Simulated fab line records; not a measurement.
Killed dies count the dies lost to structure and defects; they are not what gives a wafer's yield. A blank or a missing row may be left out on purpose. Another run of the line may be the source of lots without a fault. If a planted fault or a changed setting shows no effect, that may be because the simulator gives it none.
The tool behind it: which one?    flow nand-harc    Sampling: 15 lots, 45 wafers, 3 of 1159 route steps

WHAT THE GAUGES READ, wafer by wafer
NHARC_A_ONON_D1_THK_MEAS_18: measures by ellipsometry. Usual: thk-nm at 997 nm, with a standard deviation of 7.5.
lot   measured      on             thk-nm (nm)     flag
L219  day 8 11:28   film-metro-02  991 988 989     
L220  day 8 14:56   film-metro-01  1001 1003 1001  
L222  day 8 20:04   film-metro-01  1005 1006 1007  
L221  day 8 20:04   film-metro-02  1003 1005 1004  
L223  day 9 07:10   film-metro-02  999 998 999     
L224  day 9 07:10   film-metro-01  999 1000 998    
L225  day 9 16:04   film-metro-01  997 999 1000    
L233  day 12 01:50  film-metro-02  1008 1008 1009  
L234  day 12 01:49  film-metro-01  1000 1002 1001  
L235  day 12 02:09  film-metro-02  994 993 991     
L237  day 12 14:59  film-metro-01  1002 1001 1001  
L238  day 13 01:44  film-metro-02  1011 1012 1013  
L240  day 13 01:46  film-metro-02  1004 1006 1004  
L239  day 13 02:05  film-metro-01  989 988 989     
L242  day 13 19:47  film-metro-02  995 994 993     

WHICH TOOL RAN EACH LOT (tool, then ch and the chambers of the sampled wafers, then the start)
lot   NHARC_P_BONDPAD_ETCH_37             NHARC_P_BONDPAD_CMP_19
L219  rie-diel-08 ch 0,1,3, day 6 23:03   cmp-01 ch 1,2,3, day 7 01:01
L220  rie-diel-08 ch 1,3, day 7 03:06     cmp-01 ch 1,2,3, day 7 05:02
L222  rie-diel-04 ch 0,2, day 7 08:07     cmp-01 ch 1,3, day 7 10:11
L221  rie-diel-04 ch 0,1,2, day 7 08:40   cmp-03 ch 1,3, day 7 10:45
L223  rie-diel-08 ch 0,2,3, day 7 17:32   cmp-03 ch 0,1,3, day 7 19:34
L224  rie-diel-04 ch 1,2,3, day 7 18:05   cmp-03 ch 0,3, day 7 20:03
L225  rie-diel-04 ch 1,2,3, day 8 04:52   cmp-01 ch 1,2, day 8 06:48
L233  rie-diel-04 ch 0,2, day 10 11:30    cmp-01 ch 1,3, day 10 14:04
L234  rie-diel-03 ch 0,1, day 10 12:10    cmp-01 ch 0,2, day 10 14:35
L235  rie-diel-08 ch 0,1,3, day 10 17:16  cmp-01 ch 0,3, day 10 19:13
L237  rie-diel-08 ch 0,1,2, day 10 20:18  cmp-03 ch 0,1,3, day 10 22:14
L238  rie-diel-04 ch 0,1,3, day 11 06:43  cmp-03 ch 0,1,3, day 11 08:40
L240  rie-diel-08 ch 0,2,3, day 11 13:51  cmp-01 ch 0,1, day 11 15:49
L239  rie-diel-04 ch 0,1,3, day 11 16:16  cmp-04 ch 0,2,3, day 11 18:17
L242  rie-diel-08 ch 0,1, day 12 05:07    cmp-04 ch 1,2, day 12 07:03
- NHARC_P_BONDPAD_ETCH_37: etches the open film in N2/H2, target depth 60 nm, overetch 18 nm, time 65.91 s.
- NHARC_P_BONDPAD_CMP_19: polishes, t overpolish 30 s, cu recess touch 16 s, target thk 160.81 nm.

WHAT THE TOOLS THEMSELVES READ (means of the sampled wafers that have a number; where no wafer has one, the mark that the record gives instead)
NHARC_P_BONDPAD_ETCH_37. Usual: drypump-motor-current-A 5.7 A, standard deviation 0.39; oes-product-au 1.002 a.u., standard deviation 0.0092; rf-vpp-V 430.4 V, standard deviation 2.5; showerhead-plenum-p-Torr 2.04 Torr, standard deviation 0.088; throttle-valve-pct 14.171 %, standard deviation 0.0089.
lot   tool         drypump-motor-current-A (A)  oes-product-au (a.u.)  rf-vpp-V (V)  showerhead-plenum-p-Torr (Torr)  throttle-valve-pct (%)  flag
L219  rie-diel-08  5.9                          0.991                  431.0         2.06                             14.169                  
L220  rie-diel-08  5.9                          1.000                  432.9         2.12                             14.174                  
L222  rie-diel-04  5.7                          1.010                  431.0         2.07                             14.165                  
L221  rie-diel-04  5.5                          1.013                  429.9         2.02                             14.175                  
L223  rie-diel-08  5.7                          0.997                  431.8         2.04                             14.169                  
L224  rie-diel-04  5.7                          0.997                  428.9         1.98                             14.153                  
L225  rie-diel-04  5.7                          0.999                  429.1         1.98                             14.171                  
L233  rie-diel-04  5.7                          1.004                  432.0         2.06                             14.180                  
L234  rie-diel-03  5.0                          1.014                  433.0         2.12                             14.161                  
L235  rie-diel-08  5.9                          1.000                  431.3         2.06                             14.172                  
L237  rie-diel-08  5.5                          0.998                  432.6         2.10                             14.173                  
L238  rie-diel-04  5.7                          1.006                  427.5         1.94                             14.177                  
L240  rie-diel-08  5.7                          0.996                  429.9         2.04                             14.173                  
L239  rie-diel-04  5.7                          1.008                  428.0         1.94                             14.163                  
L242  rie-diel-08  5.8                          0.993                  432.7         2.12                             14.167                  

NHARC_P_BONDPAD_CMP_19. Usual: motor-current-A 12.2 A, standard deviation 1.6; overpolish-run-s 29.999 s, standard deviation 0.0087.
lot   tool    motor-current-A (A)  overpolish-run-s (s)  flag
L219  cmp-01  12.2                 29.998                
L220  cmp-01  12.1                 29.997                
L222  cmp-01  13.5                 29.992                
L221  cmp-03  12.7                 29.998                
L223  cmp-03  11.8                 30.005                
L224  cmp-03  10.4                 29.992                
L225  cmp-01  11.8                 30.002                
L233  cmp-01  13.2                 30.001                
L234  cmp-01  10.5                 30.010                
L235  cmp-01  12.1                 30.002                
L237  cmp-03  11.8                 30.003                
L238  cmp-03  11.5                 30.005                
L240  cmp-01  13.4                 29.996                
L239  cmp-04  12.6                 30.001                
L242  cmp-04  11.5                 30.000                

THE ANSWER, worked out from the rows above alone
Rule: a lot is off if the mean of its wafers that have a number lies more than 3 standard deviations from the usual mean. A lot without any number at a reading at which 4 lots or more have one is off too. Where the step has rows for the other lots, those lots are counted as sound. After the gauges, taken in route order, come the tools' own readings; for these a lot's mean is taken, as printed above. At the first step where some lot is off, the reading lying furthest off is the one used; lots without a number count as furthest.
No lot is off at any reading shown: from this, nothing can be told.

WHAT THE SIMULATOR HAD INSERTED
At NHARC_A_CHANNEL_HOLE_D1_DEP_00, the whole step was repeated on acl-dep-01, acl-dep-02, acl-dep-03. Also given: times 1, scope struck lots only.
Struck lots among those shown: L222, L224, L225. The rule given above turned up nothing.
